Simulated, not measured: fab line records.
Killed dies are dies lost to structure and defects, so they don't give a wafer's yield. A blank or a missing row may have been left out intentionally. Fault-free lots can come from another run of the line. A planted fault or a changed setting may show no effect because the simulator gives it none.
A lot that was struck, set against a sound lot + flow n5Finfet + 42 out of 1938 route steps
Sound: these wafers, L560.2, L560.3, L560.5. Wafers struck: L549.2, L549.3, L549.4. Last of all comes the cause.
Each step with rows lists, per side, the tool, then ch with its chambers, then its first start. Under that, the readings that differ: sound wafers + struck wafers + difference of the means + sigmas: that difference in standard deviations of wafers without a fault.
alike: words and numbers the same on both sides, and readings whose means are apart by under 2 such deviations; not compared: readings that were withheld, readings missing a value for some wafer, numbers with overlapping values and no deviation given by the record, and bounds like >300 which may hide the same value.
The two part at a step that has a row with sigmas, a row that says differs or no value, or rows on one side only. Non-overlapping numbers with no deviation appear without sigmas and do not part them. Lack of a reading on every wafer of one side parts them only where that side has two or more wafers.

first, 12 steps without rows for these wafers: N5_SD_EPI_N_ETCH_34 (etches SiARC in CF4, target depth 45.5 nm, time 75.8 s); N5_SD_EPI_N_ETCH_35 (etches SOC in N2/H2, overetch 108 nm, time 486 s); N5_SD_EPI_N_STRIP_36 (strips in N2/H2); N5_SD_EPI_N_ETCHBACK_44 (etches SiNx in CH3F/O2, stops on SiO2, target depth 14.5 nm); N5_SD_EPI_N_ETCH_45 (etches SiOCN in CH3F/O2, target depth 6 nm); N5_SD_EPI_N_ETCH_16 (etches SiO2 in CHF3/O2, target depth 5 nm); N5_SD_EPI_N_STRIP_47 (strips in CHF3/O2); N5_SD_EPI_N_SD_RECESS_17 (chemistry HBr/Cl2/O2, target depth 41 nm, time 23.7 s, bt time 3 s); N5_SD_EPI_N_STRIP_38 (strips in N2/H2); N5_SD_EPI_N_WET_ETCH_43 (etches SiO2 in dHF, time 14 s, target depth 1.5 nm); N5_SD_EPI_N_STRIP_18 (strips in SPM, time 750 s); N5_SD_EPI_N_SRD_20 (time 30 s).
N5_SD_EPI_N_PRECLEAN_48: cleans in NF3:NH3, afs cycles 2, time 20 s, sublimation time 60 s.
  sound on epiRpcvd-01 ch 0, day 8 07:01; struck on epiRpcvd-04 ch 0, day 5 13:41
then, 6 steps without rows for these wafers: N5_SD_EPI_N_VAPOR_ETCH_50 (etches Si in HCl, time 54 s); N5_SD_EPI_N_EPI_21 (deposits Si:P, time 690 s); N5_SD_EPI_N_PRECLEAN_24 (cleans in O3/DIW, time 60 s); N5_SD_EPI_N_SRD_25 (time 30 s); N5_SD_EPI_N_PRECLEAN_49 (cleans in NF3:NH3, afs cycles 1, time 20 s, sublimation time 60 s); N5_SD_EPI_N_LINER_46 (material SiNx, target thk 3 nm).
N5_SD_EPI_N_INSPECT_26: inspects for defects (darkfield).
  sound: defectInspect-02 at day 8 09:47; struck: defectInspect-01 at day 5 16:29
| reading        | sound       | struck      | difference | sigmas |
|----------------|-------------|-------------|------------|--------|
| rawDefectCount | 233 191 160 | 820 720 849 | +602       | +15    |
then, 8 steps without rows for these wafers: N5_SD_EPI_P_COAT_34 (time 60 s, resist thk 350 nm); N5_SD_EPI_P_COAT_35 (time 60 s, resist thk 35 nm); N5_SD_EPI_P_COAT_03 (resist thk 150 nm); N5_SD_EPI_P_EBR_05; N5_SD_EPI_P_SOFTBAKE_04 (time 60 s); N5_SD_EPI_P_EXPOSE_06 (exposes mask SD P BLK, target cd 240 nm); N5_SD_EPI_P_PEB_07 (peb time 60 s); N5_SD_EPI_P_DEVELOP_08 (develop time 30 s).
N5_SD_EPI_P_INSPECT_11: inspects for defects (macro).
  sound: defectInspect-02 at day 8 10:07; struck: defectInspect-01 at day 5 16:56
| reading        | sound | struck         | difference | sigmas |
|----------------|-------|----------------|------------|--------|
| rawDefectCount | 0 2 1 | >300 >300 >300 | differs    |        |
then, 10 steps without rows for these wafers: N5_SD_EPI_P_DESCUM_14 (chemistry O2, time 7.9 s); N5_SD_EPI_P_ETCH_36 (etches SiARC in CF4, target depth 45.5 nm, time 75.8 s); N5_SD_EPI_P_ETCH_37 (etches SOC in N2/H2, overetch 108 nm, time 486 s); N5_SD_EPI_P_STRIP_38 (strips in N2/H2); N5_SD_EPI_P_ETCHBACK_46 (etches SiNx in CH3F/O2, stops on SiO2, target depth 17.5 nm); N5_SD_EPI_P_ETCH_47 (etches SiOCN in CH3F/O2, target depth 25 nm); N5_SD_EPI_P_ETCH_16 (etches SiO2 in CHF3/O2, target depth 5 nm); N5_SD_EPI_P_STRIP_50 (strips in CHF3/O2); N5_SD_EPI_P_SD_RECESS_17 (chemistry HBr/Cl2/O2, target depth 39.1 nm, bt time 3 s); N5_SD_EPI_P_WET_ETCH_45 (etches SiO2 in dHF, time 10.7 s, target depth 2 nm, rinse time 30 s).
N5_SD_EPI_P_INSPECT_26: inspects for defects (darkfield).
  sound: defectInspect-02 at day 8 13:53; struck: defectInspect-02 at day 5 20:42
| reading        | sound       | struck      | difference | sigmas |
|----------------|-------------|-------------|------------|--------|
| rawDefectCount | 155 172 122 | 787 720 788 | +615       | +18    |
-- record jumps: 6 days separate the struck wafers' starts on either side; left off in module SD_EPI_P, taken up again in module BEOL_M4, whose first shown step is the route's number 1111 --
N5_BEOL_M4_RC_MEAS_101:
  sound on prober-02 ch 0, day 14 04:06; struck on prober-02 ch 0, day 11 12:54
  alike: DIBL_N, DIBL_P, IOFF_N, IOFF_P, ION_N, ION_P, SS_N, SS_P, VT_N, VT_P
-- here the record skips 4 days between the struck wafers' starts before and after, leaving off in module BEOL_M4 and picking up in module PASSIVATION (first step shown: number 1936 of the route) --
N5_PASSIVATION_PROBE_49:
  rows exist in the record for the struck wafers here (prober-02, day 15 17:25), but not for the sound ones

== WHERE THEY PART ==
Earliest at N5_SD_EPI_N_INSPECT_26; latest, in this record, at N5_PASSIVATION_PROBE_49.

WHY: what had been put in by the simulator
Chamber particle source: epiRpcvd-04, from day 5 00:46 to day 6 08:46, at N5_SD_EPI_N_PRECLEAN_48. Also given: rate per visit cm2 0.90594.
